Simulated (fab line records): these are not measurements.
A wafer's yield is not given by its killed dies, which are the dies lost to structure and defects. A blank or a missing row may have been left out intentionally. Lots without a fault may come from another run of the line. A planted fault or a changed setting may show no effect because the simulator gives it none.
Lot-split experiment + flow n5 finfet + 7 lots, 27 wafers read, on a route of 1938 steps

## ON THE SPLIT
At N5_PASSIVATION_DEVELOP_29 (develop time 60 s), the setting develop time s was moved away from the recipe's 60 s on 12 of the 27 wafers read, by -54.9% to +52.9%. For the rest of the wafers, this setting stayed at what the recipe calls for.

## FROM THE SPLIT TO THE READING: what the file shows between them, 1 step
- N5_PASSIVATION_HARDBAKE_31: time 120 s

## THE READING
cd nm, in nm, at N5_PASSIVATION_CD_MEAS_30 (target cd 4000 nm). On this fab line, fault-free wafers typically give 4000.2 nm with a standard deviation of 1.6 nm.

| wafer  | tool, chamber at the split | develop time s as run, s | against the recipe | cd nm, nm | against lot-mates on the recipe |
|--------|----------------------------|--------------------------|--------------------|-----------|---------------------------------|
| L078.1 | litho track-04, 0          | 83.27                    | +38.8%             | 4008.8    | +4.4                            |
| L078.2 | litho track-04, 0          | 83.27                    | +38.8%             | 4010.0    | +5.6                            |
| L078.3 | litho track-04, 0          | 60                       | recipe             | 4004.7    | -                               |
| L078.4 | litho track-04, 0          | 60                       | recipe             | 4004.2    | -                               |
| L078.5 | litho track-04, 0          | 83.27                    | +38.8%             | 4009.0    | +4.6                            |
| L078.6 | litho track-04, 0          | 60                       | recipe             | 4004.4    | -                               |
| L086.3 | litho track-04, 0          | 32.21                    | -46.3%             | 3986.1    | -13.4                           |
| L086.4 | litho track-04, 0          | 60                       | recipe             | 3998.6    | -                               |
| L086.5 | litho track-04, 0          | 60                       | recipe             | 4000.4    | -                               |
| L084.1 | litho track-01, 0          | 60                       | recipe             | 3995.5    | -                               |
| L084.2 | litho track-01, 0          | 60                       | recipe             | 3999.3    | -                               |
| L084.3 | litho track-01, 0          | 60                       | recipe             | 3997.0    | -                               |
| L084.4 | litho track-01, 0          | 27.06                    | -54.9%             | 3981.1    | -16.2                           |
| L084.5 | litho track-01, 0          | 27.06                    | -54.9%             | 3980.1    | -17.2                           |
| L084.6 | litho track-01, 0          | 27.06                    | -54.9%             | 3979.1    | -18.2                           |
| L089.2 | litho track-05, 0          | 71.49                    | +19.1%             | 4002.7    | +2.0                            |
| L089.4 | litho track-05, 0          | 71.49                    | +19.1%             | 4002.8    | +2.1                            |
| L089.6 | litho track-05, 0          | 60                       | recipe             | 4000.7    | -                               |
| L095.1 | litho track-04, 0          | 60                       | recipe             | 4000.3    | -                               |
| L095.3 | litho track-04, 0          | 60                       | recipe             | 3999.9    | -                               |
| L095.4 | litho track-04, 0          | 85.93                    | +43.2%             | 4010.1    | +10.0                           |
| L096.1 | litho track-01, 0          | 91.73                    | +52.9%             | 4007.8    | +7.5                            |
| L096.5 | litho track-01, 0          | 91.73                    | +52.9%             | 4007.7    | +7.4                            |
| L096.6 | litho track-01, 0          | 60                       | recipe             | 4000.3    | -                               |
| L097.2 | litho track-01, 0          | 60                       | recipe             | 3999.6    | -                               |
| L097.3 | litho track-01, 0          | 60                       | recipe             | 4000.7    | -                               |
| L097.5 | litho track-01, 0          | 60                       | recipe             | 3999.3    | -                               |

THE FIT
A straight line over all 27 wafers: cd nm changes by +0.271 nm for each +1% of develop time s; r = +0.94; the points scatter about the line by 3.1 nm.
The same after taking each lot's own level away (the mean of its wafers on the recipe; 27 wafers): +0.228 nm for each +1%; r = +0.95; scatter 2.2 nm.
On that fit, the largest move of develop time s shifts the reading by 13 nm.
From 3997.27 to 4004.43 nm: that is the span of the lots' own levels, equal to 4.5 times the standard deviation above.
Thus the slope moves with the lot-to-lot level: the two fits are different.
Check: for one of the wafers moved furthest among these (-54.9%), held out of the fit, the line's prediction against its lot-mates is -13.7 nm. It came out at -16.2 nm against them.

## THE OTHER SPLITS THESE WAFERS WENT THROUGH
Note: prior to the reading, these wafers also went through further splits. Each is held against what the fit with the lots' levels taken away leaves over:
| other split on the same wafers      | wafers away from the commonest value | r with cd nm (lot level and that fit taken away) |
|-------------------------------------|--------------------------------------|--------------------------------------------------|
| N5_BEOL_M11_ETCH_66 time s          | 8                                    | -0.10                                            |
| N5_BEOL_M14_ILD_DEP_00 target thk a | 7                                    | +0.10                                            |

## THE FILE'S OWN FIT
cd nm changes by +0.232 nm for each +1% of develop time s, r = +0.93.
